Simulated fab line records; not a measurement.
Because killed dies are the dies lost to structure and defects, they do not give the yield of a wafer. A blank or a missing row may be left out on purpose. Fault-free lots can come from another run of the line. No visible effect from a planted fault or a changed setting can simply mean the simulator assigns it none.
Which of the tools did it? / flow n5Finfet / 11 lots with 33 wafers sampled at 4 steps, on a route of 1938 steps

## WHAT EACH GAUGE READ, for each wafer
N5_PASSIVATION_CD_MEAS_30 targets a cd of 4000 nm. Usual: cdNm 4000.4 nm, standard deviation 1.6.
lot=L681; measured=day 12 05:34; on=cdSem-02; cdNm (nm)=4000.3 4000.9 3998.7; flag=
lot=L682; measured=day 13 16:05; on=cdSem-01; cdNm (nm)=4003.6 4003.3 4002.9; flag=
lot=L684; measured=day 13 17:22; on=cdSem-01; cdNm (nm)=4000.1 3999.9 4000.2; flag=
lot=L686; measured=day 14 23:36; on=cdSem-02; cdNm (nm)=4002.1 4001.9 4000.7; flag=
lot=L690; measured=day 14 10:58; on=cdSem-01; cdNm (nm)=4001.3 4001.1 4000.0; flag=
lot=L695; measured=day 16 09:50; on=cdSem-02; cdNm (nm)=3999.9 3999.7 4000.6; flag=
lot=L696; measured=day 16 20:49; on=cdSem-02; cdNm (nm)=3999.9 4001.4 4000.8; flag=
lot=L697; measured=day 16 16:34; on=cdSem-01; cdNm (nm)=4000.8 3998.9 3998.8; flag=
lot=L698; measured=day 17 15:58; on=cdSem-02; cdNm (nm)=4003.4 4001.7 4001.6; flag=
lot=L699; measured=day 17 13:17; on=cdSem-03; cdNm (nm)=3999.3 4000.5 4002.2; flag=
lot=L704; measured=day 19 03:32; on=cdSem-02; cdNm (nm)=4000.6 3998.7 4000.1; flag=

## WHICH TOOL RAN EACH LOT (tool, then ch and the chambers of the sampled wafers, then the start)
lot=L681; N5_HKMG_FIN_WET_ETCH_87=wetBench-06 ch 0,4,6, day 4 11:03; N5_MIM_TOP_ETCH_PECVD_03=pecvd-01 ch 1,2, day 12 01:26; N5_PASSIVATION_PECVD_01=pecvd-04 ch 0,1,2, day 12 02:57
lot=L682; N5_HKMG_FIN_WET_ETCH_87=wetBench-01 ch 2,3,6, day 4 16:34; N5_MIM_TOP_ETCH_PECVD_03=pecvd-03 ch 0,1, day 13 09:12; N5_PASSIVATION_PECVD_01=pecvd-03 ch 1,2, day 13 11:58
lot=L684; N5_HKMG_FIN_WET_ETCH_87=wetBench-06 ch 0,1,7, day 5 09:16; N5_MIM_TOP_ETCH_PECVD_03=pecvd-01 ch 0,1,2, day 13 13:10; N5_PASSIVATION_PECVD_01=pecvd-04 ch 0,1,2, day 13 14:40
lot=L686; N5_HKMG_FIN_WET_ETCH_87=wetBench-06 ch 2,4,5, day 5 18:32; N5_MIM_TOP_ETCH_PECVD_03=pecvd-03 ch 0,1, day 14 19:53; N5_PASSIVATION_PECVD_01=pecvd-03 ch 0,2, day 14 21:23
lot=L690; N5_HKMG_FIN_WET_ETCH_87=wetBench-06 ch 2,4,5, day 6 14:22; N5_MIM_TOP_ETCH_PECVD_03=pecvd-01 ch 0,1,2, day 14 06:35; N5_PASSIVATION_PECVD_01=pecvd-01 ch 0,1, day 14 08:16
lot=L695; N5_HKMG_FIN_WET_ETCH_87=wetBench-03 ch 2,4,7, day 7 17:26; N5_MIM_TOP_ETCH_PECVD_03=pecvd-01 ch 0,1,2, day 16 05:20; N5_PASSIVATION_PECVD_01=pecvd-01 ch 0,1,2, day 16 07:08
lot=L696; N5_HKMG_FIN_WET_ETCH_87=wetBench-03 ch 3,5,6, day 8 00:48; N5_MIM_TOP_ETCH_PECVD_03=pecvd-01 ch 0,1,2, day 16 15:38; N5_PASSIVATION_PECVD_01=pecvd-04 ch 0,1,2, day 16 17:05
lot=L697; N5_HKMG_FIN_WET_ETCH_87=wetBench-01 ch 3,4,6, day 8 04:24; N5_MIM_TOP_ETCH_PECVD_03=pecvd-03 ch 1,2, day 16 12:56; N5_PASSIVATION_PECVD_01=pecvd-01 ch 0,1,2, day 16 14:22
lot=L698; N5_HKMG_FIN_WET_ETCH_87=wetBench-03 ch 0,3,4, day 8 13:29; N5_MIM_TOP_ETCH_PECVD_03=pecvd-02 ch 0,2, day 17 11:17; N5_PASSIVATION_PECVD_01=pecvd-03 ch 0,1,2, day 17 12:40
lot=L699; N5_HKMG_FIN_WET_ETCH_87=wetBench-03 ch 1,3,7, day 8 18:46; N5_MIM_TOP_ETCH_PECVD_03=pecvd-02 ch 2, day 17 10:02; N5_PASSIVATION_PECVD_01=pecvd-03 ch 1,2, day 17 11:25
lot=L704; N5_HKMG_FIN_WET_ETCH_87=wetBench-06 ch 1,2,4, day 10 01:20; N5_MIM_TOP_ETCH_PECVD_03=pecvd-02 ch 0,1,2, day 18 23:04; N5_PASSIVATION_PECVD_01=pecvd-04 ch 0,2, day 19 00:27
- N5_HKMG_FIN_WET_ETCH_87: etches TiN in SC1, time 154.2 s, target depth 4.7 nm, rinse time 30 s.
- N5_MIM_TOP_ETCH_PECVD_03: deposits SiNx from SiH4/NH3/N2, target thk 20 nm, time 17.6 s.
- N5_PASSIVATION_PECVD_01: deposits SiNx from SiH4/NH3/N2, target thk 200 nm, time 43.2 s.

## WHAT THE TOOLS THEMSELVES READ (means of the sampled wafers that have a number; where no wafer has one, the mark that the record gives instead)
N5_HKMG_FIN_WET_ETCH_87. Usual: h2o2FlowMLMin 69.77, standard deviation 0.19; rinseTempC 23.00 C, standard deviation 0.11.
lot=L681; tool=wetBench-06; h2o2FlowMLMin=69.81; rinseTempC (C)=23.08; flag=
lot=L682; tool=wetBench-01; h2o2FlowMLMin=69.88; rinseTempC (C)=22.94; flag=
lot=L684; tool=wetBench-06; h2o2FlowMLMin=69.73; rinseTempC (C)=22.96; flag=
lot=L686; tool=wetBench-06; h2o2FlowMLMin=69.79; rinseTempC (C)=23.03; flag=
lot=L690; tool=wetBench-06; h2o2FlowMLMin=69.90; rinseTempC (C)=23.05; flag=
lot=L695; tool=wetBench-03; h2o2FlowMLMin=69.73; rinseTempC (C)=23.03; flag=
lot=L696; tool=wetBench-03; h2o2FlowMLMin=69.78; rinseTempC (C)=23.11; flag=
lot=L697; tool=wetBench-01; h2o2FlowMLMin=69.78; rinseTempC (C)=23.01; flag=
lot=L698; tool=wetBench-03; h2o2FlowMLMin=69.83; rinseTempC (C)=23.03; flag=
lot=L699; tool=wetBench-03; h2o2FlowMLMin=69.77; rinseTempC (C)=22.96; flag=
lot=L704; tool=wetBench-06; h2o2FlowMLMin=69.82; rinseTempC (C)=22.97; flag=

N5_MIM_TOP_ETCH_PECVD_03. Usual: heaterPowerW 775 W, standard deviation 57; showerheadPlenumPTorr 5.17 Torr, standard deviation 0.045; throttleValvePct 40.5 %, standard deviation 2.3.
lot=L681; tool=pecvd-01; heaterPowerW (W)=809; showerheadPlenumPTorr (Torr)=5.16; throttleValvePct (%)=38.7; flag=
lot=L682; tool=pecvd-03; heaterPowerW (W)=745; showerheadPlenumPTorr (Torr)=5.17; throttleValvePct (%)=41.5; flag=
lot=L684; tool=pecvd-01; heaterPowerW (W)=841; showerheadPlenumPTorr (Torr)=5.19; throttleValvePct (%)=39.9; flag=
lot=L686; tool=pecvd-03; heaterPowerW (W)=756; showerheadPlenumPTorr (Torr)=5.17; throttleValvePct (%)=41.4; flag=
lot=L690; tool=pecvd-01; heaterPowerW (W)=749; showerheadPlenumPTorr (Torr)=5.19; throttleValvePct (%)=40.1; flag=
lot=L695; tool=pecvd-01; heaterPowerW (W)=799; showerheadPlenumPTorr (Torr)=5.18; throttleValvePct (%)=39.9; flag=
lot=L696; tool=pecvd-01; heaterPowerW (W)=815; showerheadPlenumPTorr (Torr)=5.17; throttleValvePct (%)=40.0; flag=
lot=L697; tool=pecvd-03; heaterPowerW (W)=683; showerheadPlenumPTorr (Torr)=5.15; throttleValvePct (%)=38.6; flag=
lot=L698; tool=pecvd-02; heaterPowerW (W)=835; showerheadPlenumPTorr (Torr)=5.14; throttleValvePct (%)=40.9; flag=
lot=L699; tool=pecvd-02; heaterPowerW (W)=718; showerheadPlenumPTorr (Torr)=5.20; throttleValvePct (%)=42.0; flag=
lot=L704; tool=pecvd-02; heaterPowerW (W)=812; showerheadPlenumPTorr (Torr)=5.16; throttleValvePct (%)=40.0; flag=

N5_PASSIVATION_PECVD_01. Usual: heaterPowerW 333 W, standard deviation 81; showerheadPlenumPTorr 8.68 Torr, standard deviation 0.097; throttleValvePct 29.2 %, standard deviation 2.
lot=L681; tool=pecvd-04; heaterPowerW (W)=226; showerheadPlenumPTorr (Torr)=8.57; throttleValvePct (%)=28.4; flag=
lot=L682; tool=pecvd-03; heaterPowerW (W)=313; showerheadPlenumPTorr (Torr)=8.70; throttleValvePct (%)=27.2; flag=
lot=L684; tool=pecvd-04; heaterPowerW (W)=258; showerheadPlenumPTorr (Torr)=8.59; throttleValvePct (%)=28.5; flag=
lot=L686; tool=pecvd-03; heaterPowerW (W)=384; showerheadPlenumPTorr (Torr)=8.74; throttleValvePct (%)=30.3; flag=
lot=L690; tool=pecvd-01; heaterPowerW (W)=453; showerheadPlenumPTorr (Torr)=8.70; throttleValvePct (%)=30.4; flag=
lot=L695; tool=pecvd-01; heaterPowerW (W)=404; showerheadPlenumPTorr (Torr)=8.73; throttleValvePct (%)=29.3; flag=
lot=L696; tool=pecvd-04; heaterPowerW (W)=249; showerheadPlenumPTorr (Torr)=8.59; throttleValvePct (%)=28.7; flag=
lot=L697; tool=pecvd-01; heaterPowerW (W)=369; showerheadPlenumPTorr (Torr)=8.72; throttleValvePct (%)=29.3; flag=
lot=L698; tool=pecvd-03; heaterPowerW (W)=344; showerheadPlenumPTorr (Torr)=8.71; throttleValvePct (%)=29.3; flag=
lot=L699; tool=pecvd-03; heaterPowerW (W)=334; showerheadPlenumPTorr (Torr)=8.68; throttleValvePct (%)=27.2; flag=
lot=L704; tool=pecvd-04; heaterPowerW (W)=225; showerheadPlenumPTorr (Torr)=8.57; throttleValvePct (%)=28.0; flag=

## THE ANSWER, worked out from the rows above alone
Rule: a lot counts as off when the mean over its wafers that have a number is more than 3 standard deviations away from the usual mean. A lot without any number at a reading at which 4 lots or more have one is off too. Where the step has rows for the other lots, those lots are counted as sound. First the gauges in route order, then the tools' own readings, where a lot's mean is used as printed above. The first step at which some lot is off is used, and at that step the reading that is off furthest; a lot without a number counts as furthest.
None of the lots is off at any reading shown; this tells nothing.

## WHAT HAD BEEN PUT IN BY THE SIMULATOR
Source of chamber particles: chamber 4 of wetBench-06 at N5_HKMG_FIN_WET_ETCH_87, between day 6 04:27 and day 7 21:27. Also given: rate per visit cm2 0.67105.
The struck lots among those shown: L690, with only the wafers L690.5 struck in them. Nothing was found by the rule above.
